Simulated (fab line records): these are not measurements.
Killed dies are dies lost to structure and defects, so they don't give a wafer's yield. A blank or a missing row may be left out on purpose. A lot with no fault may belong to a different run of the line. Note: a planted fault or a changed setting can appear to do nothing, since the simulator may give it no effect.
What tool caused it? + flow nand-harc + 13 lots, 39 wafers sampled, at 5 steps of a route of 1302

== WHAT THE GAUGES READ, wafer by wafer ==
NHARC_END_SORT_01. Usual: killed-at-array 59, standard deviation 21; killed-at-other 1.0, standard deviation 1.1; killed-at-periphery 4.0, standard deviation 2.6; killed-dies 64, standard deviation 21; killed-open 3.2, standard deviation 1.7; killed-short 2.5, standard deviation 1.5.
| lot  | measured     | on        | killed-at-array | killed-at-other | killed-at-periphery | killed-dies | killed-open | killed-short | flag |
|------|--------------|-----------|-----------------|-----------------|---------------------|-------------|-------------|--------------|------|
| L154 | day 25 18:26 | prober-02 | 19 29 28        | 0 0 2           | 2 6 3               | 21 35 33    | 3 3 4       | 0 4 2        |      |
| L158 | day 27 00:02 | prober-02 | 22 21 36        | 0 0 0           | 9 5 1               | 31 26 37    | 4 4 1       | 3 3 5        |      |
| L157 | day 27 07:04 | prober-02 | 104 89 96       | 0 0 0           | 3 6 3               | 107 95 99   | 1 4 7       | 3 5 1        |      |
| L160 | day 27 14:42 | prober-01 | 58 62 50        | 0 0 0           | 3 2 6               | 61 64 56    | 5 2 3       | 1 2 3        |      |
| L161 | day 27 18:27 | prober-02 | 80 68 65        | 0 1 0           | 3 1 1               | 83 70 66    | 3 3 1       | 2 2 0        |      |
| L162 | day 28 05:12 | prober-01 | 66 51 60        | 2 5 3           | 4 3 3               | 72 59 66    | 2 4 3       | 2 3 2        |      |
| L164 | day 28 16:09 | prober-01 | 86 98 93        | 0 1 0           | 3 1 1               | 89 100 94   | 3 0 0       | 4 6 4        |      |
| L165 | day 29 01:24 | prober-01 | 33 35 38        | 1 1 0           | 3 3 2               | 37 39 40    | 4 4 4       | 3 1 2        |      |
| L173 | day 32 20:58 | prober-02 | 63 62 56        | 0 0 2           | 4 0 4               | 67 62 62    | 4 1 5       | 5 1 5        |      |
| L174 | day 33 06:11 | prober-02 | 39 46 47        | 0 4 1           | 5 3 2               | 44 53 50    | 4 4 3       | 1 1 1        |      |
| L175 | day 33 06:11 | prober-01 | 61 59 62        | 1 0 1           | 8 4 5               | 70 63 68    | 3 3 6       | 5 2 1        |      |
| L176 | day 33 14:00 | prober-02 | 51 47 51        | 0 0 0           | 8 4 10              | 59 51 61    | 3 3 5       | 6 1 1        |      |
| L177 | day 33 14:02 | prober-01 | 47 56 50        | 1 1 0           | 4 3 1               | 52 60 51    | 3 1 3       | 3 3 1        |      |

== WHICH TOOL RAN EACH LOT (tool, then ch and the chambers of the sampled wafers, then the start) ==
| lot  | NHARC_A_STAIRCASE_ETCH_444         | NHARC_A_STAIRCASE_STRIP_475                   | NHARC_A_STAIRCASE_DEP_471       | NHARC_A_SGD_CUT_DEP_00          |
|------|------------------------------------|-----------------------------------------------|---------------------------------|---------------------------------|
| L154 | rie-diel-09 ch 0,1,2, day 19 09:00 | rie-diel-02 ch 0,1,3, day 19 14:53 or earlier | pecvd-02 ch 0,1,2, day 19 14:53 | pecvd-02 ch 0,1, day 19 15:35   |
| L158 | rie-diel-12 ch 0,1,2, day 21 02:23 | rie-diel-02 ch 0,1,3, day 21 10:33 or earlier | pecvd-03 ch 0,1,2, day 21 10:33 | pecvd-01 ch 0,1, day 21 11:16   |
| L157 | rie-diel-09 ch 0,3, day 21 07:23   | rie-diel-09 ch 1,2,3, day 21 13:52 or earlier | pecvd-04 ch 0,1,2, day 21 13:52 | pecvd-02 ch 0,1, day 21 14:38   |
| L160 | rie-diel-02 ch 0,2, day 21 08:05   | rie-diel-02 ch 1,2,3, day 21 14:03 or earlier | pecvd-02 ch 0,1, day 21 14:03   | pecvd-04 ch 0,1, day 21 14:43   |
| L161 | rie-diel-12 ch 0,1,3, day 21 22:43 | rie-diel-02 ch 1,2, day 22 04:16 or earlier   | pecvd-03 ch 0,1,2, day 22 04:16 | pecvd-04 ch 0,1,2, day 22 04:56 |
| L162 | rie-diel-12 ch 1,3, day 22 16:59   | rie-diel-12 ch 1,2, day 22 22:59 or earlier   | pecvd-02 ch 0,1,2, day 22 22:59 | pecvd-04 ch 0,1,2, day 22 23:43 |
| L164 | rie-diel-12 ch 0,2,3, day 23 03:01 | rie-diel-02 ch 2,3, day 23 09:22              | pecvd-02 ch 0,1, day 23 09:28   | pecvd-01 ch 0,1, day 23 10:09   |
| L165 | rie-diel-02 ch 2,3, day 23 10:10   | rie-diel-12 ch 0,1, day 23 17:44 or earlier   | pecvd-02 ch 0,1, day 23 17:44   | pecvd-04 ch 0,1,2, day 23 18:27 |
| L173 | rie-diel-12 ch 0,1,2, day 26 22:19 | rie-diel-02 ch 0,2,3, day 27 04:10 or earlier | pecvd-02 ch 1,2, day 27 04:10   | pecvd-02 ch 1,2, day 27 04:53   |
| L174 | rie-diel-12 ch 2,3, day 27 13:43   | rie-diel-12 ch 0,2, day 27 20:08 or earlier   | pecvd-04 ch 0,2, day 27 20:08   | pecvd-04 ch 0,1,2, day 27 20:49 |
| L175 | rie-diel-02 ch 1,2,3, day 27 13:54 | rie-diel-02 ch 0,2,3, day 27 20:19 or earlier | pecvd-02 ch 1,2, day 27 20:19   | pecvd-02 ch 0,2, day 27 21:02   |
| L176 | rie-diel-12 ch 0,1,3, day 28 03:43 | rie-diel-12 ch 0,1,3, day 28 10:07 or earlier | pecvd-02 ch 0,1,2, day 28 10:07 | pecvd-04 ch 0,1,2, day 28 10:49 |
| L177 | rie-diel-02 ch 1,2, day 28 03:59   | rie-diel-09 ch 0,1,2, day 28 10:24 or earlier | pecvd-02 ch 0,1, day 28 10:24   | pecvd-02 ch 1,2, day 28 11:09   |
- NHARC_A_STAIRCASE_ETCH_444: etches the open film in C4F8/O2, target depth 20400 nm, time 6800 s.
- NHARC_A_STAIRCASE_STRIP_475: strips in O2, time 20 s.
- NHARC_A_STAIRCASE_DEP_471: deposits SiO2, target thk 100 nm.
- NHARC_A_SGD_CUT_DEP_00: deposits SiNx, target thk 50 nm.

== WHAT THE TOOLS THEMSELVES READ (means of the sampled wafers that have a number; where no wafer has one, the mark that the record gives instead) ==
NHARC_A_STAIRCASE_ETCH_444. Usual: oes-product-au 0.940 a.u., standard deviation 0.024; rf-vpp-V 804 V, standard deviation 4.6.
| lot  | tool        | oes-product-au (a.u.) | rf-vpp-V (V) | flag |
|------|-------------|-----------------------|--------------|------|
| L154 | rie-diel-09 | 0.921                 | 809          |      |
| L158 | rie-diel-12 | 0.948                 | 803          |      |
| L157 | rie-diel-09 | 0.921                 | 809          |      |
| L160 | rie-diel-02 | 0.930                 | 802          |      |
| L161 | rie-diel-12 | 0.972                 | 802          |      |
| L162 | rie-diel-12 | 0.927                 | 803          |      |
| L164 | rie-diel-12 | 0.929                 | 803          |      |
| L165 | rie-diel-02 | 0.917                 | 803          |      |
| L173 | rie-diel-12 | 0.922                 | 802          |      |
| L174 | rie-diel-12 | 0.989                 | 802          |      |
| L175 | rie-diel-02 | 0.975                 | 800          |      |
| L176 | rie-diel-12 | 0.968                 | 807          |      |
| L177 | rie-diel-02 | 0.920                 | 800          |      |

NHARC_A_STAIRCASE_STRIP_475. Usual: drypump-motor-current-A 5.8 A, standard deviation 0.56; oes-product-au 1.000 a.u., standard deviation 0.012; rf-vpp-V 57.6 V, standard deviation 0.97; showerhead-plenum-p-Torr 3.47 Torr, standard deviation 0.14; throttle-valve-pct 17.036 %, standard deviation 0.0091.
| lot  | tool        | drypump-motor-current-A (A) | oes-product-au (a.u.) | rf-vpp-V (V) | showerhead-plenum-p-Torr (Torr) | throttle-valve-pct (%) | flag |
|------|-------------|-----------------------------|-----------------------|--------------|---------------------------------|------------------------|------|
| L154 | rie-diel-02 | 5.9                         | 0.997                 | 58.1         | 3.32                            | 17.033                 |      |
| L158 | rie-diel-02 | 5.9                         | 0.999                 | 56.7         | 3.32                            | 17.032                 |      |
| L157 | rie-diel-09 | 5.9                         | 0.997                 | 56.8         | 3.62                            | 17.034                 |      |
| L160 | rie-diel-02 | 5.7                         | 0.999                 | 58.0         | 3.37                            | 17.030                 |      |
| L161 | rie-diel-02 | 5.2                         | 1.001                 | 57.8         | 3.40                            | 17.030                 |      |
| L162 | rie-diel-12 | 6.0                         | 0.997                 | 58.0         | 3.44                            | 17.035                 |      |
| L164 | rie-diel-02 | 5.6                         | 0.997                 | 57.5         | 3.38                            | 17.034                 |      |
| L165 | rie-diel-12 | 6.3                         | 0.992                 | 57.6         | 3.38                            | 17.037                 |      |
| L173 | rie-diel-02 | 5.5                         | 0.987                 | 57.9         | 3.52                            | 17.037                 |      |
| L174 | rie-diel-12 | 6.5                         | 1.017                 | 57.9         | 3.68                            | 17.032                 |      |
| L175 | rie-diel-02 | 5.4                         | 0.985                 | 58.3         | 3.52                            | 17.036                 |      |
| L176 | rie-diel-12 | 6.1                         | 1.001                 | 58.2         | 3.54                            | 17.034                 |      |
| L177 | rie-diel-09 | 5.5                         | 0.995                 | 58.3         | 3.55                            | 17.037                 |      |

NHARC_A_STAIRCASE_DEP_471. Usual: heater-power-w 513 W, standard deviation 93; rf-fwd-power-W 896.3 W, standard deviation 2.8; throttle-valve-pct 15.8 %, standard deviation 0.52.
| lot  | tool     | heater-power-w (W) | rf-fwd-power-W (W) | throttle-valve-pct (%) | flag |
|------|----------|--------------------|--------------------|------------------------|------|
| L154 | pecvd-02 | 506                | 894.2              | 15.5                   |      |
| L158 | pecvd-03 | 558                | 896.6              | 16.3                   |      |
| L157 | pecvd-04 | 496                | 894.2              | 16.3                   |      |
| L160 | pecvd-02 | 562                | 896.6              | 15.6                   |      |
| L161 | pecvd-03 | 500                | 895.0              | 16.3                   |      |
| L162 | pecvd-02 | 549                | 752.7              | 15.5                   | OFF  |
| L164 | pecvd-02 | 586                | 752.9              | 15.8                   | OFF  |
| L165 | pecvd-02 | 543                | 754.0              | 15.5                   | OFF  |
| L173 | pecvd-02 | 446                | 899.3              | 15.1                   |      |
| L174 | pecvd-04 | 447                | 898.4              | 15.4                   |      |
| L175 | pecvd-02 | 419                | 898.4              | 15.2                   |      |
| L176 | pecvd-02 | 497                | 898.0              | 15.5                   |      |
| L177 | pecvd-02 | 573                | 896.6              | 16.0                   |      |

NHARC_A_SGD_CUT_DEP_00. Usual: heater-power-w 670 W, standard deviation 93; rf-fwd-power-W 447.9 W, standard deviation 1.4.
| lot  | tool     | heater-power-w (W) | rf-fwd-power-W (W) | flag |
|------|----------|--------------------|--------------------|------|
| L154 | pecvd-02 | 662                | 448.2              |      |
| L158 | pecvd-01 | 740                | 446.1              |      |
| L157 | pecvd-02 | 666                | 448.5              |      |
| L160 | pecvd-04 | 692                | 448.8              |      |
| L161 | pecvd-04 | 671                | 448.3              |      |
| L162 | pecvd-04 | 651                | 447.3              |      |
| L164 | pecvd-01 | 709                | 447.2              |      |
| L165 | pecvd-04 | 668                | 447.4              |      |
| L173 | pecvd-02 | 670                | 449.4              |      |
| L174 | pecvd-04 | 638                | 447.7              |      |
| L175 | pecvd-02 | 737                | 449.1              |      |
| L176 | pecvd-04 | 641                | 448.0              |      |
| L177 | pecvd-02 | 580                | 445.9              |      |

== THE ANSWER, worked out from the rows above alone ==
Rule: take the mean of a lot's wafers that have a number; if it is more than 3 standard deviations from the usual mean, the lot is off. Also off: a lot with no number at a reading for which 4 or more lots have one. Any other lot the step has rows for is counted as sound. The gauges are gone through in route order, then the tools' own readings, and for those a lot's mean is taken as printed above. At the first step where some lot is off, the reading lying furthest off is the one used; lots without a number count as furthest.
Off: L162, L164, L165 (NHARC_A_STAIRCASE_DEP_471, rf-fwd-power-W).
A tool fits if, at that step or a process step before it, it ran every lot that is off, and no sound lot after the first of them. NHARC_A_STAIRCASE_STRIP_475 gives no start for some lots, so the hours and the order of its lots are those of NHARC_A_STAIRCASE_DEP_471. Not one of the candidates tried fits.

== WHAT WAS PUT IN BY THE SIMULATOR ==
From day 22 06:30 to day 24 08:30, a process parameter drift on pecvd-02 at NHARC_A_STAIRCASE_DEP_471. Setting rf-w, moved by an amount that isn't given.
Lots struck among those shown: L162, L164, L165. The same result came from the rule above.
